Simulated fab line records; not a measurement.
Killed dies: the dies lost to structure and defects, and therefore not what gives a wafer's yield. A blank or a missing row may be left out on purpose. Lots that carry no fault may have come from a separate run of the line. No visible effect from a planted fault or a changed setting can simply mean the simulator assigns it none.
Struck lot and sound lot, side by side / flow n5Finfet / 39 steps out of a route of 1938
Sound: wafers L169.2, L169.3, L169.4. Struck: wafer L178.6 (left out: L178.3, L178.5 of the same lot, which were not struck); the cause appears at the end.
Per side, at each step with rows, come the tool, then ch with its chambers, and then its first start. Under that, the readings that differ: sound wafers / struck wafers / difference of the means / sigmas: that difference in standard deviations of wafers without a fault.
alike: readings with means less than 2 such deviations apart, plus words and numbers identical on both sides. not compared: withheld readings, readings lacking a value on some wafer, bounds such as >300 that could conceal the same value, and numbers that have no deviation in the record and whose values overlap.
A row with sigmas, a row that says differs or no value, or rows on one side alone: a step with any of these is where the two part. Numbers that don't overlap but have no deviation are shown without sigmas and don't part them. A reading that every wafer of one side lacks parts them only if that side has two wafers or more.

first, 9 steps without rows for these wafers: N5_HKMG_FIN_DESCUM_17 (chemistry O2, time 7.9 s); N5_HKMG_FIN_ETCH_31 (etches SiARC in CF4, target depth 45.5 nm, time 75.8 s); N5_HKMG_FIN_ETCH_32 (etches SOC in N2/H2, target depth 240 nm, time 300 s); N5_HKMG_FIN_STRIP_33 (strips in N2/H2); N5_HKMG_FIN_STRIP_34 (strips in CF4); N5_HKMG_FIN_ETCH_35 (etches SOC in N2/H2, target depth 215.8 nm, time 243.4 s); N5_HKMG_FIN_STRIP_92 (strips SOC in N2/H2, time 20 s); N5_HKMG_FIN_WET_ETCH_18 (etches TiN in SC1, time 55 s, target depth 5.2 nm, rinse time 30 s); N5_HKMG_FIN_STRIP_19 (strips in N2/H2, time 360 s).
N5_HKMG_FIN_ALD_91: deposits TiN, target thk 1 nm, pulse time 1 s, purge time 3 s.
  sound on aldMetal-01 ch 1,2,3, day 5 17:39; struck on aldMetal-01 ch 1, day 8 00:58
reading=aldCycles; sound=47 47 47; struck=16; difference=-31; sigmas=
reading=model.TiN_of_HKMG_FIN_ALD_91.thkNm (nm); sound=1 1 1; struck=0.4; difference=-0.6; sigmas=
  alike: heaterPowerOuterW, heaterPowerW, precursorPulseHeightRel
then, 27 steps without rows for these wafers: N5_HKMG_FIN_COAT_85 (time 60 s, resist thk 300 nm); N5_HKMG_FIN_ETCH_86 (etches SOC in N2/H2, stops on TiN, target depth 393.2 nm); N5_HKMG_FIN_STRIP_89 (strips SOC in N2/H2, time 20 s); N5_HKMG_FIN_WET_ETCH_87 (etches TiN in SC1, time 154.2 s, target depth 4.7 nm, rinse time 30 s); N5_HKMG_FIN_STRIP_88 (strips in N2/H2, time 360 s); N5_HKMG_FIN_NWFM_ALD_20 (deposits TiAlC, target thk 2 nm, pulse time 3 s, purge time 2 s); N5_HKMG_FIN_ALD_71 (deposits TiN, target thk 1 nm, pulse time 1 s, purge time 3 s); N5_HKMG_FIN_COAT_66 (time 60 s, resist thk 300 nm); N5_HKMG_FIN_ETCH_67 (etches SOC in N2/H2, stops on TiN, target depth 388.9 nm); N5_HKMG_FIN_STRIP_90 (strips SOC in N2/H2, time 20 s); N5_HKMG_FIN_WET_ETCH_73 (etches the open film in SC1, time 42.3 s, target depth 1.3 nm, rinse time 30 s); N5_HKMG_FIN_ETCHBACK_68 (etches the open film in Cl2/Ar, stops on HfO2, target depth 0.5 nm); N5_HKMG_FIN_STRIP_69 (strips in N2/H2, time 360 s); N5_HKMG_FIN_ALD_21 (deposits TiN, target thk 1.5 nm, pulse time 1 s, purge time 3 s); N5_HKMG_FIN_ALD_72 (deposits W, target thk 2 nm, pulse time 1 s, purge time 2 s); N5_HKMG_FIN_W_FILL_22 (material W, target thk 60 nm, time 18.2 s); N5_HKMG_FIN_PRECLEAN_83 (cleans in DIW, time 57.5 s); N5_HKMG_FIN_SRD_84 (dry time 32 s); N5_HKMG_FIN_CMP_23 (polishes, stops on SiNx, t overpolish 10 s, target thk 46.326 nm); N5_HKMG_FIN_CMP_94 (polishes, stops on SiNx, t overpolish 4.7 s, target thk 43.299 nm); N5_GATE_CUT_ETCHBACK_00 (etches W in SF6/Cl2); N5_GATE_CUT_ETCH_56 (etches TiN in Cl2/Ar, target depth 21.6 nm); N5_GATE_CUT_ETCHBACK_30 (etches TiN in Cl2/Ar, target depth 3 nm); N5_GATE_CUT_VAPOR_ETCH_60 (etches HfO2 in BCl3/Cl2); N5_GATE_CUT_ETCH_58 (etches SiNx in CH3F/O2, target depth 17 nm, time 128.6 s); N5_GATE_CUT_STRIP_59 (strips in N2/H2, time 20 s); N5_GATE_CUT_PRECLEAN_31 (cleans in DIW, time 300 s).
-- record jumps: 4 days separate the struck wafers' starts on either side; left off in module GATE_CUT, taken up again in module BEOL_M4, whose first shown step is the route's number 1111 --
N5_BEOL_M4_RC_MEAS_101:
  sound on prober-01 ch 0, day 10 05:29; struck on prober-02 ch 0, day 12 05:00
reading=IGATE_N (nA/um); sound=0.0128 0.0130 0.0114; struck=0.0271; difference=+0.0147; sigmas=+10
reading=IOFF_N (nA/um); sound=0.138 0.179 0.186; struck=3.136; difference=+2.968; sigmas=+99 or more
reading=IOFF_N_85C (nA/um); sound=2.7 3.3 3.5; struck=38.9; difference=+35.7; sigmas=+99 or more
reading=IOFF_N_LIN (nA/um); sound=0.063 0.078 0.081; struck=1.511; difference=+1.437; sigmas=+99 or more
reading=IOFF_N_LONG (nA/um); sound=5.62e-05 5.62e-05 5.67e-05; struck=0.0009858; difference=+0.0009294; sigmas=+99 or more
reading=IOFF_P (nA/um); sound=0.226 0.274 0.291; struck=0.076; difference=-0.188; sigmas=-6
reading=IOFF_P_85C (nA/um); sound=3.9 4.6 4.8; struck=1.5; difference=-2.9; sigmas=-7
reading=IOFF_P_LIN (nA/um); sound=0.113 0.128 0.135; struck=0.036; difference=-0.089; sigmas=-7
reading=IOFF_P_LONG (nA/um); sound=0.000131 0.000132 0.000135; struck=5.8e-05; difference=-7.5e-05; sigmas=-8
reading=ION_N (uA/um); sound=668 684 683; struck=844; difference=+166; sigmas=+19
reading=ION_P (uA/um); sound=469 477 476; struck=418; difference=-56; sigmas=-8
reading=VT_N (mV); sound=252.9 247.6 247.1; struck=163.1; difference=-86.1; sigmas=-36
reading=VT_N_LONG (mV); sound=273.7 274.9 275.2; struck=187.8; difference=-86.8; sigmas=-43
reading=VT_N_LVT (mV); sound=101.1 97.8 97.3; struck=12.0; difference=-86.7; sigmas=-35
reading=VT_P (mV); sound=-244 -244 -243; struck=-279; difference=-35; sigmas=-11
reading=VT_P_LONG (mV); sound=-268 -269 -271; struck=-302; difference=-33; sigmas=-11
reading=VT_P_LVT (mV); sound=-94.0 -92.6 -90.8; struck=-127.3; difference=-34.8; sigmas=-12
  alike: DIBL_N, DIBL_P, SS_N, SS_P
-- the record jumps here: 4 days lie between the struck wafers' starts before and after (it left off in module BEOL_M4 and takes up again in module PASSIVATION, whose first step shown is number 1936 of the route) --
N5_PASSIVATION_PROBE_49:
  sound on prober-02 at day 14 15:40; struck on prober-01 at day 16 13:10
reading=defectLimitedYield (%); sound=91.5 88.9 90.8; struck=84.7; difference=-5.7; sigmas=-4
reading=killedAtFrontEnd; sound=44 45 31; struck=118; difference=+78; sigmas=+8
reading=killedDies; sound=100 131 108; struck=181; difference=+68; sigmas=+4
reading=killedOnRim; sound=11 14 13; struck=46; difference=+33; sigmas=+9
reading=sort_bin_4_leakage (%); sound=0 0 0; struck=84.66; difference=+84.66; sigmas=
reading=sortNPass; sound=1080 1049 1072; struck=0; difference=-1067; sigmas=-67
reading=sortYieldPct (%); sound=91.5 88.9 90.8; struck=0; difference=-90; sigmas=-70
  alike: killed_at_M0_to_M3, killed_at_M4_up, killedAtContacts, killedAtOther, killedOpen, killedShort, sort_bin_5_function, sort_bin_6_memory

== WHERE THEY PART ==
Last at N5_PASSIVATION_PROBE_49 as far as this record goes, first at N5_BEOL_M4_RC_MEAS_101.

WHY: what had been put in by the simulator
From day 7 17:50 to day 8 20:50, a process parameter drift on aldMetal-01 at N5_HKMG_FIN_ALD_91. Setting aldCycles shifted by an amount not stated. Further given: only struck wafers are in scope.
